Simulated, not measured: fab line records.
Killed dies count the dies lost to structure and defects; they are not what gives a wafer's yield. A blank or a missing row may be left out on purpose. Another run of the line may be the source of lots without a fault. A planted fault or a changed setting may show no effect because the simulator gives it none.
Chamber matching | flow n5 finfet | N5_MOL_CONTACT_COAG_ETCH_59 on rie diel-04 has 4 sister chambers
The step etches underlayer in N2/H2, target depth 13 nm, time 10.4 s. 4 wafers are shown with their chamber, then 8 later ones without.

EACH WAFER AND ITS CHAMBER
wafer  | chamber | showerhead plenum p Torr (Torr)
L080.5 | 1       | 2.51
L080.6 | 0       | 2.49
L083.6 | 2       | 2.64
L087.1 | 3       | 2.65

WAFERS WITHOUT THEIR CHAMBER
wafer  | showerhead plenum p Torr (Torr)
L087.2 | 2.48
L087.6 | 2.63
L094.2 | 2.50
L094.3 | 2.48
L094.4 | 2.48
L095.1 | 2.50
L095.2 | 2.64
L095.6 | 2.50

THE CHAMBER EACH PASSED THROUGH
wafer  | from the rows above     | in truth
L087.2 | 0                       | 0
L087.6 | can't be placed: 2 or 3 | 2
L094.2 | can't be placed: 0 or 1 | 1
L094.3 | 0                       | 0
L094.4 | 0                       | 0
L095.1 | can't be placed: 0 or 1 | 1
L095.2 | can't be placed: 2 or 3 | 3
L095.6 | can't be placed: 0 or 1 | 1
3 of 8 placed correctly. Unplaceable from these rows: 5, with the true chamber sitting among the candidates in 5. Placed wrongly: 0.
How it was worked out, from the rows above alone: a wafer's distance from a chamber is the root of the sum, over the readings, of the square of ((its reading less the chamber's mean) divided by the reading's scatter). The wafer belongs to the nearest chamber; if the next one is less than 2 further off, it can't be placed. For every chamber, the mean is computed from those of its wafers that are shown. The scatter (one wafer shown for each chamber): square how far every hidden wafer sits from the nearest shown wafer, average those squares and take the square root.
